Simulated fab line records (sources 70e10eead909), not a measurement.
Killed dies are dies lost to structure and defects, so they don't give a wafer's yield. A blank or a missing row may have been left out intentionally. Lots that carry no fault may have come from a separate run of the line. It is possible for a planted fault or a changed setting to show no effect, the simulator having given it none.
Struck lot and sound lot, side by side :: flow nand harc :: 18 steps out of a route of 1302
Sound: wafers L724.1, L724.3, L724.4. The struck wafers were L723.2, L723.3, L723.5. The cause is named last.
Order at every step that has rows: each side's tool, ch and its chambers, its first start. Under that, the readings that differ: sound wafers :: struck wafers :: difference of the means :: sigmas: that difference in standard deviations of wafers without a fault.
alike: a reading whose means differ by less than 2 such deviations, as well as words and numbers matching on both sides. not compared: withheld readings; readings where some wafer has no value; bounds like >300 that might hide an equal value; numbers whose values overlap and for which the record gives no deviation.
Wherever a step has rows on one side only, a row that says differs or no value, or a row with sigmas, the two part there. When numbers do not overlap yet have no deviation, they are printed without sigmas and do not part them. Lack of a reading on every wafer of one side parts them only where that side has two or more wafers.

NHARC_A_WL_FILL_INSPECT_15:
  struck on defect inspect-02, day 26 20:38; sound on defect inspect-01, day 26 20:39
  alike: raw defect count
NHARC_A_CONTACT_DEP_24: deposits SiO2, target thk 500 nm.
  sound on pecvd-02 ch 0,2, day 26 20:43; struck on pecvd-04 ch 1,2, day 26 20:46
  alike: heater power w, throttle valve pct
NHARC_A_CONTACT_DEP_28: deposits aC, target thk 7000 nm.
  sound on acl dep-03 ch 0, day 26 22:16; struck on acl dep-01 ch 0, day 26 22:11
  alike: throttle valve pct
NHARC_A_CONTACT_DEP_29: deposits SiON, target thk 100 nm.
  sound on pecvd-01 ch 0,2, day 27 02:31; struck on pecvd-02 ch 1,2, day 27 01:48
  alike: heater power w
then, 7 steps without rows for these wafers: NHARC_A_CONTACT_DEHYDRATE_32 (time 120 s); NHARC_A_CONTACT_HMDS_33 (time 30 s); NHARC_A_CONTACT_COAT_34 (time 75 s); NHARC_A_CONTACT_COAT_35 (time 65 s); NHARC_A_CONTACT_COAT_36 (resist thk 90 nm); NHARC_A_CONTACT_SOFTBAKE_37 (time 55 s); NHARC_A_CONTACT_EBR_38.
NHARC_A_CONTACT_EXPOSE_39: exposes mask A CC 3.
  sound on arfi scanner-03 ch 0, day 27 03:06; struck on arfi scanner-02 ch 0, day 27 02:14
reading: exposure dose mJ cm2
sound: 58.96 58.86 58.82
struck: 58.69 58.68 58.63
difference: -0.21
sigmas: -3

reading: model.A_CONTACT.overlay x nm (nm)
sound: 0.2862 0.2862 0.2862
struck: 7.493 7.493 7.493
difference: +7.207
sigmas: 
  alike: mask
then, 2 steps without rows for these wafers: NHARC_A_CONTACT_PEB_40 (peb time 65 s); NHARC_A_CONTACT_DEVELOP_41 (develop time 35 s).
NHARC_A_CONTACT_CD_MEAS_42 targets a cd of 300 nm.
  sound on cd sem-01 ch 0, day 27 03:14; struck on cd sem-03 ch 0, day 27 02:23
  alike: cd nm
NHARC_A_CONTACT_OVL_MEAS_43:
  struck on overlay-01, day 27 02:28; sound on overlay-01, day 27 03:20
reading: overlay x nm (nm)
sound: 0.2 0.6 0.0
struck: 7.6 7.3 7.1
difference: +7.1
sigmas: +9
  alike: overlay y nm
NHARC_A_CONTACT_INSPECT_44:
  struck on defect inspect-01, day 27 02:30; sound on defect inspect-02, day 27 03:22
reading: raw defect count
sound: 51 52 50
struck: 101 143 127
difference: +73
sigmas: +2
-- the record jumps here: 3 days lie between the struck wafers' starts before and after (it left off in module A_CONTACT and takes up again in module END, whose first step shown is number 1302 of the route) --
NHARC_END_SORT_01:
  sound on prober-01 ch 0, day 30 02:55; struck on prober-02 ch 0, day 30 03:40
  alike: killed at array, killed at other, killed at periphery, killed dies, killed open, killed short

## WHERE THEY PART
First at NHARC_A_CONTACT_EXPOSE_39; last, within this record, at NHARC_A_CONTACT_INSPECT_44. Later steps at which nothing parts them and some readings are alike: NHARC_END_SORT_01.

WHY: what had been put in by the simulator
Scanner matching overlay: arfi scanner-02, from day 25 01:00 on, at NHARC_A_CONTACT_EXPOSE_39. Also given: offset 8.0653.
